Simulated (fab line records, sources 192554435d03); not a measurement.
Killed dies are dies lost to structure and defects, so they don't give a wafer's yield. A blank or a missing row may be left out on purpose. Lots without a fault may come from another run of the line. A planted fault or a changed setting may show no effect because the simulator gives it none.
A struck lot beside a sound one | flow n5_finfet | 36 steps out of a route of 1938
Sound: wafers L125.3, L125.5, L125.6. Struck: wafers L118.3, L118.6. (L118.1 of the same lot was not struck and is left out.) The cause comes at the end.
At each step with rows: each side's tool, then ch and its chambers, then its first start. Under that, the readings that differ: sound wafers | struck wafers | difference of the means | sigmas: that difference in standard deviations of wafers without a fault.
alike: readings whose means differ by less than 2 such deviations, and words and numbers that are the same on both sides. not compared: withheld readings, readings that some wafer has no value for, bounds like >300 that may hide the same value, and numbers for which the record gives no deviation and whose values overlap.
The two part at a step that has a row with sigmas, a row that says differs or no value, or rows on one side only. Numbers that don't overlap but have no deviation are shown without sigmas and don't part them. A reading that every wafer of one side lacks parts them only if that side has two wafers or more.

first, 7 steps without rows for these wafers: N5_BEOL_M4_CMP_52 (polishes, stops on SiOC, t overpolish 6.8 s, target thk 40 nm); N5_BEOL_M4_PRE_CLEAN_60 (time 15 s); N5_BEOL_M4_CO_CAP_55 (material Co, precursor CCTBA/H2, target thk 2 nm, time 102.1 s); N5_BEOL_M4_PRE_CLEAN_56 (time 15 s); N5_BEOL_M4_DEP_57 (deposits SiCN from 3MS/NH3, target thk 8 nm, time 14 s); N5_BEOL_M5_ILD_DEP_00 (deposits SiCOH lowk from DEMS/porogen, target thk 140.64 nm, time 25.9 s); N5_BEOL_M5_CURE_79 (cures SiCOH lowk, time 240 s).
N5_BEOL_M5_PECVD_70: deposits SiO2 from TEOS/O2, target thk 16 nm, time 18 s.
  sound on pecvd-04 ch 0,1,2, day 12 14:56; struck on pecvd-03 ch 0,1, day 10 22:49
  reading                                    | sound        | struck  | difference | sigmas
  model.SiO2_of_BEOL_M5_PECVD_70.thk_nm (nm) | 16.2 16 15.8 | 18 18.2 | +2         |
  alike: chamber_pressure_Torr, heater_power_w, showerhead_plenum_p_Torr, throttle_valve_pct
then, 25 steps without rows for these wafers: N5_BEOL_M5_HM_DEP_02 (deposits TiN, target thk 20 nm); N5_BEOL_M5_COAT_59 (time 60 s, resist thk 60 nm); N5_BEOL_M5_COAT_60 (time 60 s, resist thk 12 nm); N5_BEOL_M5_COAT_71 (time 60 s, resist thk 5 nm); N5_BEOL_M5_COAT_05 (resist thk 30 nm); N5_BEOL_M5_EBR_07; N5_BEOL_M5_SOFTBAKE_06 (time 60 s); N5_BEOL_M5_EXPOSE_08 (exposes mask M5, target cd 28 nm); N5_BEOL_M5_PEB_09 (peb time 60 s); N5_BEOL_M5_DEVELOP_10 (develop time 30 s); N5_BEOL_M5_DESCUM_16 (chemistry O2, time 7 s); N5_BEOL_M5_ETCH_72 (etches underlayer in N2/H2, target depth 6.5 nm, time 5.2 s); N5_BEOL_M5_ETCH_61 (etches SiARC in CF4, target depth 15.6 nm, time 26 s); N5_BEOL_M5_ETCH_62 (etches SOC in N2/H2, target depth 75 nm, overetch 15 nm, time 112.5 s); N5_BEOL_M5_STRIP_63 (strips in N2/H2); N5_BEOL_M5_STRIP_73 (strips in N2/H2); N5_BEOL_M5_STRIP_64 (strips in CF4); N5_BEOL_M5_HM_OPEN_17 (chemistry Cl2/BCl3, target TiN, target depth 20 nm, overetch 6 nm); N5_BEOL_M5_STRIP_19 (strips in O2); N5_BEOL_M5_COAT_65 (time 60 s, resist thk 60 nm); N5_BEOL_M5_COAT_66 (time 60 s, resist thk 12 nm); N5_BEOL_M5_COAT_74 (time 60 s, resist thk 5 nm); N5_BEOL_M5_COAT_22 (resist thk 30 nm); N5_BEOL_M5_EBR_24; N5_BEOL_M5_SOFTBAKE_23 (time 60 s).
N5_BEOL_M5_HM_STRIP_39: strips TiN in peroxide tin strip, target depth 25 nm, time 158 s.
  sound on wet_bench-01 ch 0,4,6, day 12 18:48; struck on wet_bench-05 ch 2,4, day 11 04:46
  reading                                    | sound        | struck  | difference | sigmas
  model.SiO2_of_BEOL_M5_PECVD_70.thk_nm (nm) | 16 15.8 15.6 | 17.8 18 | +2.1       |
N5_BEOL_M5_CMP_52: polishes, stops on SiCOH lowk, t overpolish 6.9 s, target thk 62 nm.
  sound on cmp-03 ch 2,3, day 13 01:47; struck on cmp-04 ch 0,1, day 11 11:19
  reading                      | sound          | struck    | difference | sigmas
  barrier_field_endpoint_s (s) | 24.8 24.7 24.6 | 27.8 27.1 | +2.8       | +5
  alike: edge_zone_pressure_frac, motor_current_A, slurry_flow_ml_min
then, 1 step without rows for these wafers: N5_PASSIVATION_PROBE_49.

WHERE THEY PART
Only at N5_BEOL_M5_CMP_52, within this record.

WHY: what the simulator had put in
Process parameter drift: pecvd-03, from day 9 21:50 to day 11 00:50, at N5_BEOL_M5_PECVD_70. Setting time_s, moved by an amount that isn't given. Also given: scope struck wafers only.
